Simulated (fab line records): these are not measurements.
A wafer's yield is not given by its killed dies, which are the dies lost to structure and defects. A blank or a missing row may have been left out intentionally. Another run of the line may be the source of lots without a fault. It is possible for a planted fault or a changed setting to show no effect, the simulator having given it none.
Which tool is to blame? + flow nand harc + 24 lots, 72 wafers sampled, at 2 steps of a route of 1302

WHAT THE GAUGES SHOWED, per wafer
NHARC_P_M1_INSPECT_27.
| lot  | measured     | on                | raw defect count |
|------|--------------|-------------------|------------------|
| L074 | day 6 08:08  | defect inspect-02 | 252 179 171      |
| L075 | day 6 15:53  | defect inspect-02 | 402 441 519      |
| L076 | day 7 04:32  | defect inspect-01 | 368 232 148      |
| L077 | day 7 09:53  | defect inspect-02 | 242 430 304      |
| L078 | day 7 20:39  | defect inspect-01 | 394 177 205      |
| L079 | day 8 07:11  | defect inspect-01 | 196 412 330      |
| L080 | day 8 23:35  | defect inspect-02 | 333 355 285      |
| L081 | day 9 07:20  | defect inspect-01 | 468 263 616      |
| L082 | day 9 15:02  | defect inspect-01 | 271 172 292      |
| L083 | day 10 05:55 | defect inspect-01 | 413 206 211      |
| L084 | day 10 13:25 | defect inspect-02 | 367 343 333      |
| L085 | day 10 23:29 | defect inspect-02 | 158 200 277      |
| L086 | day 11 02:49 | defect inspect-01 | 131 174 185      |
| L087 | day 11 15:16 | defect inspect-02 | 375 254 243      |
| L088 | day 12 17:20 | defect inspect-02 | 287 175 209      |
| L089 | day 12 18:07 | defect inspect-02 | 294 278 302      |
| L090 | day 13 03:34 | defect inspect-02 | 224 238 345      |
| L091 | day 13 06:01 | defect inspect-02 | 571 492 349      |
| L092 | day 13 20:43 | defect inspect-02 | 267 627 460      |
| L093 | day 14 12:32 | defect inspect-02 | 347 470 619      |
| L094 | day 14 13:25 | defect inspect-01 | 281 290 291      |
| L095 | day 15 05:58 | defect inspect-01 | 259 359 245      |
| L096 | day 15 09:46 | defect inspect-02 | 390 310 395      |
| L097 | day 15 17:22 | defect inspect-02 | 208 329 331      |

WHAT TOOL EACH LOT RAN ON (gives the tool, then ch and the chambers of the sampled wafers, and finally the start)
| lot  | NHARC_P_M1_ETCH_28                            |
|------|-----------------------------------------------|
| L074 | rie diel-08 ch 0,1, day 6 08:08 or earlier    |
| L075 | rie diel-04 ch 1,2,3, day 6 15:53 or earlier  |
| L076 | rie diel-08 ch 0,1,3, day 7 04:32 or earlier  |
| L077 | rie diel-08 ch 0,3, day 7 09:53 or earlier    |
| L078 | rie diel-08 ch 0,1, day 7 20:39 or earlier    |
| L079 | rie diel-08 ch 0,1, day 8 07:11 or earlier    |
| L080 | rie diel-08 ch 0,1,2, day 8 23:35 or earlier  |
| L081 | rie diel-04 ch 0,2,3, day 9 07:20 or earlier  |
| L082 | rie diel-06 ch 0,3, day 9 15:02 or earlier    |
| L083 | rie diel-08 ch 0,1,3, day 10 05:55 or earlier |
| L084 | rie diel-06 ch 0,1,2, day 10 13:25 or earlier |
| L085 | rie diel-06 ch 0,2,3, day 10 23:29 or earlier |
| L086 | rie diel-06 ch 0,2,3, day 11 02:49 or earlier |
| L087 | rie diel-06 ch 0,3, day 11 15:16 or earlier   |
| L088 | rie diel-08 ch 1,2,3, day 12 17:20 or earlier |
| L089 | rie diel-08 ch 0,1,2, day 12 18:07 or earlier |
| L090 | rie diel-06 ch 2,3, day 13 03:34 or earlier   |
| L091 | rie diel-06 ch 0,2, day 13 06:01 or earlier   |
| L092 | rie diel-06 ch 0,2, day 13 20:43 or earlier   |
| L093 | rie diel-06 ch 2,3, day 14 12:32 or earlier   |
| L094 | rie diel-04 ch 0,2,3, day 14 13:25 or earlier |
| L095 | rie diel-08 ch 0,1,2, day 15 05:58 or earlier |
| L096 | rie diel-06 ch 2,3, day 15 09:46 or earlier   |
| L097 | rie diel-08 ch 1,2, day 15 17:22 or earlier   |
- NHARC_P_M1_ETCH_28: etches the open film in CF4/N2, target depth 30 nm, time 72.99 s.

AS READ BY THE TOOLS THEMSELVES (means over the sampled wafers that have a number; for cases with no such wafer, the mark the record gives instead)
NHARC_P_M1_ETCH_28.
| lot  | tool        | drypump motor current A (A) | oes product au (a.u.) | rf vpp V (V) | showerhead plenum p Torr (Torr) | throttle valve pct (%) |
|------|-------------|-----------------------------|-----------------------|--------------|---------------------------------|------------------------|
| L074 | rie diel-08 | 5.7                         | 1.014                 | 311.6        | 2.49                            | 19.792                 |
| L075 | rie diel-04 | 5.6                         | 0.988                 | 312.9        | 2.59                            | 19.791                 |
| L076 | rie diel-08 | 6.0                         | 1.008                 | 313.5        | 2.61                            | 19.794                 |
| L077 | rie diel-08 | 6.0                         | 1.010                 | 315.1        | 2.70                            | 19.788                 |
| L078 | rie diel-08 | 5.7                         | 1.015                 | 311.4        | 2.49                            | 19.799                 |
| L079 | rie diel-08 | 6.0                         | 1.012                 | 312.2        | 2.52                            | 19.790                 |
| L080 | rie diel-08 | 5.8                         | 1.011                 | 313.4        | 2.54                            | 19.789                 |
| L081 | rie diel-04 | 5.9                         | 1.000                 | 313.1        | 2.59                            | 19.796                 |
| L082 | rie diel-06 | 5.9                         | 1.014                 | 316.4        | 2.70                            | 19.792                 |
| L083 | rie diel-08 | 6.0                         | 0.991                 | 312.2        | 2.61                            | 19.795                 |
| L084 | rie diel-06 | 6.0                         | 0.996                 | 315.4        | 2.68                            | 19.784                 |
| L085 | rie diel-06 | 6.2                         | 1.000                 | 314.8        | 2.67                            | 19.804                 |
| L086 | rie diel-06 | 6.2                         | 1.009                 | 316.0        | 2.67                            | 19.798                 |
| L087 | rie diel-06 | 6.0                         | 1.004                 | 315.9        | 2.70                            | 19.791                 |
| L088 | rie diel-08 | 6.0                         | 0.988                 | 315.3        | 2.65                            | 19.792                 |
| L089 | rie diel-08 | 5.8                         | 0.992                 | 312.1        | 2.53                            | 19.798                 |
| L090 | rie diel-06 | 6.5                         | 1.000                 | 314.9        | 2.65                            | 19.789                 |
| L091 | rie diel-06 | 6.0                         | 1.001                 | 314.6        | 2.65                            | 19.792                 |
| L092 | rie diel-06 | 6.0                         | 1.004                 | 315.5        | 2.65                            | 19.787                 |
| L093 | rie diel-06 | 6.3                         | 1.004                 | 314.8        | 2.68                            | 19.791                 |
| L094 | rie diel-04 | 5.9                         | 1.002                 | 313.8        | 2.57                            | 19.791                 |
| L095 | rie diel-08 | 5.8                         | 0.986                 | 312.4        | 2.53                            | 19.791                 |
| L096 | rie diel-06 | 6.3                         | 1.014                 | 316.2        | 2.68                            | 19.797                 |
| L097 | rie diel-08 | 5.8                         | 0.986                 | 313.3        | 2.58                            | 19.792                 |

THE ANSWER, worked out from the rows above alone
Rule: what is usual is taken from the lots themselves. The widest of any qualifying gaps counts: lots, ordered by their means at a reading, are off when they make up no more than a third of the lots, leave a main group of 4 or more, and stand apart from it by 3 or more times the standard deviation of that group's means. If all means in a main group match to the digits the tables above print for the reading, that group is not used. Also off: a lot with no number at a reading for which 4 or more lots have one. Where the step has rows for the other lots, those lots are counted as sound. The gauges are gone through in route order, then the tools' own readings, and for those a lot's mean is taken as printed above. At the first step where some lot is off, the reading lying furthest off is the one used; lots without a number count as furthest.
Nothing can be told from this: no lot is off at any reading shown.

WHAT HAD BEEN PUT IN BY THE SIMULATOR
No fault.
